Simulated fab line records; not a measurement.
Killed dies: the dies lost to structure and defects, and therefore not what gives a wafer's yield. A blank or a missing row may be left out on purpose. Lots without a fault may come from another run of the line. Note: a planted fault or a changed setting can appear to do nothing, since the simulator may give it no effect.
Which tool did it? || flow n5Finfet || 22 wafers from 8 lots sampled at 5 of the route's 1938 steps

## WHAT THE GAUGES SHOWED, per wafer
N5_BEOL_M11_OCD_MEAS_38.
{"lot": "L406", "measured": "day 10 14:11", "on": "ocd-01", "trenchDepthNm (nm)": "142 153 154"}
{"lot": "L413", "measured": "day 13 01:14", "on": "ocd-01", "trenchDepthNm (nm)": "146 144 143"}
{"lot": "L416", "measured": "day 13 10:35", "on": "ocd-02", "trenchDepthNm (nm)": "140 155 148"}
{"lot": "L419", "measured": "day 13 20:08", "on": "ocd-01", "trenchDepthNm (nm)": "143 2 147"}
{"lot": "L418", "measured": "day 13 22:48", "on": "ocd-02", "trenchDepthNm (nm)": "145 1"}
{"lot": "L425", "measured": "day 15 16:22", "on": "ocd-02", "trenchDepthNm (nm)": "146 143 143"}
{"lot": "L426", "measured": "day 15 22:58", "on": "ocd-02", "trenchDepthNm (nm)": "150 148 151"}
{"lot": "L427", "measured": "day 15 23:28", "on": "ocd-02", "trenchDepthNm (nm)": "149 147"}

## TOOL THAT RAN EACH LOT (tool first, then ch and the chambers of the sampled wafers, then the start)
{"lot": "L406", "N5_BEOL_M11_CURE_71": "uvCure-01 ch 1, day 10 09:22", "N5_BEOL_M11_DESCUM_16": "rieDiel-01 ch 0,1, day 10 11:22", "N5_BEOL_M11_ETCH_62": "rieDiel-01 ch 0,1, day 10 11:27", "N5_BEOL_M11_HM_OPEN_17": "rieMetal-02 ch 0,1, day 10 11:38"}
{"lot": "L413", "N5_BEOL_M11_CURE_71": "uvCure-01 ch 1, day 12 22:02", "N5_BEOL_M11_DESCUM_16": "rieDiel-02 ch 1,2,3, day 12 23:37", "N5_BEOL_M11_ETCH_62": "rieDiel-02 ch 1,2,3, day 12 23:42", "N5_BEOL_M11_HM_OPEN_17": "rieMetal-03 ch 0, day 12 23:55"}
{"lot": "L416", "N5_BEOL_M11_CURE_71": "uvCure-01 ch 1, day 13 02:27", "N5_BEOL_M11_DESCUM_16": "rieDiel-02 ch 1,2,3, day 13 06:13", "N5_BEOL_M11_ETCH_62": "rieDiel-02 ch 1,2,3, day 13 06:18", "N5_BEOL_M11_HM_OPEN_17": "rieMetal-03 ch 0, day 13 06:29"}
{"lot": "L419", "N5_BEOL_M11_CURE_71": "uvCure-02 ch 0, day 13 16:20", "N5_BEOL_M11_DESCUM_16": "rieDiel-02 ch 0,1,3, day 13 18:29", "N5_BEOL_M11_ETCH_62": "rieDiel-02 ch 0,1,3, day 13 18:34", "N5_BEOL_M11_HM_OPEN_17": "rieMetal-02 ch 0,1, day 13 18:47"}
{"lot": "L418", "N5_BEOL_M11_CURE_71": "uvCure-03 ch 1, day 13 20:04", "N5_BEOL_M11_DESCUM_16": "rieDiel-02 ch 0,3, day 13 21:25", "N5_BEOL_M11_ETCH_62": "rieDiel-02 ch 0,3, day 13 21:29", "N5_BEOL_M11_HM_OPEN_17": "rieMetal-02 ch 0, day 13 21:43"}
{"lot": "L425", "N5_BEOL_M11_CURE_71": "uvCure-03 ch 2, day 15 11:55", "N5_BEOL_M11_DESCUM_16": "rieDiel-01 ch 1,2,3, day 15 14:07", "N5_BEOL_M11_ETCH_62": "rieDiel-01 ch 1,2,3, day 15 14:12", "N5_BEOL_M11_HM_OPEN_17": "rieMetal-03 ch 0,1, day 15 14:23"}
{"lot": "L426", "N5_BEOL_M11_CURE_71": "uvCure-03 ch 2, day 15 17:10", "N5_BEOL_M11_DESCUM_16": "rieDiel-01 ch 0,1,3, day 15 21:28", "N5_BEOL_M11_ETCH_62": "rieDiel-01 ch 0,1,3, day 15 21:32", "N5_BEOL_M11_HM_OPEN_17": "rieMetal-02 ch 0,1, day 15 21:44"}
{"lot": "L427", "N5_BEOL_M11_CURE_71": "uvCure-01 ch 2, day 15 18:08", "N5_BEOL_M11_DESCUM_16": "rieDiel-01 ch 1,2, day 15 21:57", "N5_BEOL_M11_ETCH_62": "rieDiel-01 ch 1,2, day 15 22:05", "N5_BEOL_M11_HM_OPEN_17": "rieMetal-02 ch 0,1, day 15 22:16"}
- N5_BEOL_M11_CURE_71: cures SiCOH lowk, time 240 s.
- N5_BEOL_M11_DESCUM_16: chemistry O2, time 7.9 s.
- N5_BEOL_M11_ETCH_62: etches SOC in N2/H2, target depth 110 nm, overetch 22 nm, time 165 s.
- N5_BEOL_M11_HM_OPEN_17: chemistry Cl2/BCl3, target TiN, target depth 20 nm, overetch 6 nm.

## THE ANSWER, worked out from the rows above alone
Rule: what is usual is taken from the lots themselves. Put in order of their means at a reading, lots are off if they are a third of the lots or fewer, leave a main group of 4 or more, and stand apart from it by a gap of 3 or more times the standard deviation of the main group's means; of several such gaps the widest counts. A main group whose means are all the same, to the digits that the tables above print for the reading, isn't used. Also off: a lot with no number at a reading for which 4 or more lots have one. All remaining lots with rows at the step are treated as sound.
Off: L419, L418, at N5_BEOL_M11_OCD_MEAS_38 (trenchDepthNm). The main group has a mean of 147 nm with a standard deviation of 2.3.
A tool fits if, at a process step before that reading, it ran every lot that is off, and no sound lot after the first of them. The gauges at N5_BEOL_M11_OCD_MEAS_38 are tried like those tools. One fits: rieDiel-02 at N5_BEOL_M11_DESCUM_16 and N5_BEOL_M11_ETCH_62. At N5_BEOL_M11_DESCUM_16 its last sound lot is L416 (day 13 06:13), its first lot that is off L419 (day 13 18:29): a fault that began between those two fits.

## WHAT THE SIMULATOR HAD PUT IN
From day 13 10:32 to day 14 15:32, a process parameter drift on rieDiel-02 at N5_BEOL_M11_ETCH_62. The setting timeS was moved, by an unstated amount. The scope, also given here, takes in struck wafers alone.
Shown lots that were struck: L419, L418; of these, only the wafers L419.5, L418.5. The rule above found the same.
